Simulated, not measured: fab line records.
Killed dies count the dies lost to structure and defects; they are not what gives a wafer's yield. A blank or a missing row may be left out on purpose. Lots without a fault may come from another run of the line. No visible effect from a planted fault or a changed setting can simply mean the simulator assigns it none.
Chamber matching    flow nand_harc    NHARC_A_STAIRCASE_ALD_420 on ald_hk-04: 4 sister chambers
The step deposits SiO2, target thk 20 nm, pulse time 6 s, ald cycles 200. 27 wafers are shown with their chamber, then 12 later ones without.

## WAFERS WITH THEIR CHAMBER
wafer   chamber  heater_power_w (W)  precursor_pulse_height_rel
L075.3  1        598                 0.986
L075.4  2        509                 0.995
L075.6  2        493                 0.979
L076.3  3        520                 0.996
L076.5  3        499                 0.983
L076.6  0        484                 1.019
L078.4  3        524                 1.037
L078.5  3        519                 0.969
L078.6  2        509                 1.023
L083.1  2        509                 0.995
L083.3  3        518                 0.978
L083.5  3        518                 1.003
L089.2  0        483                 1.000
L089.4  3        520                 1.006
L089.5  3        519                 1.004
L089.1  2        517                 1.010
L089.3  1        594                 1.009
L089.6  0        513                 1.015
L092.1  3        532                 1.021
L092.3  2        511                 1.004
L092.4  0        470                 1.038
L092.2  1        553                 1.010
L092.5  0        456                 1.005
L092.6  3        528                 1.003
L096.1  3        519                 1.004
L096.4  0        469                 1.004
L096.6  0        481                 1.028

SIGNATURES, as means of the wafers listed above
reading                     chamber 0  chamber 1  chamber 2  chamber 3  scatter within a chamber
heater_power_w              479.43     581.67     508.00     519.64     13.4
precursor_pulse_height_rel  1.01557    1.00167    1.00100    1.00036    0.0166
Rule: for each reading, subtract the chamber's mean from the wafer's reading, divide by that reading's scatter and square the result; add these up over the readings and take the root, which gives the wafer's distance from the chamber. The wafer belongs to the nearest chamber; if the next one is less than 2 further off, it can't be placed. The scatter: the root of (the sum of the squares of (reading less its chamber's mean) over the shown wafers, divided by (wafers less chambers)).

## WAFERS WHOSE CHAMBER IS MISSING
wafer   heater_power_w (W)  precursor_pulse_height_rel
L096.2  521                 0.973
L096.3  550                 1.025
L096.5  534                 0.993
L095.3  482                 1.011
L095.5  555                 1.013
L095.6  457                 1.011
L097.1  516                 0.983
L097.2  556                 1.025
L097.6  555                 1.015
L097.3  533                 1.010
L097.4  469                 0.982
L097.5  512                 1.001

## WHICH CHAMBER EACH WENT THROUGH
wafer   from the rows above           in truth
L096.2  can't be placed: 3 or 2       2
L096.3  can't be placed: 3 or 1 or 2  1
L096.5  can't be placed: 3 or 2       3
L095.3  can't be placed: 0 or 2       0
L095.5  can't be placed: 1 or 3 or 2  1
L095.6  0                             0
L097.1  can't be placed: 3 or 2       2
L097.2  can't be placed: 1 or 3 or 2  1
L097.6  can't be placed: 1 or 3 or 2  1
L097.3  can't be placed: 3 or 2       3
L097.4  can't be placed: 0 or 2 or 3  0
L097.5  can't be placed: 2 or 3       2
1 of 12 placed correctly. Can't be placed from these rows: 11 (the true chamber is among the candidates in 11). Placed wrongly: 0.
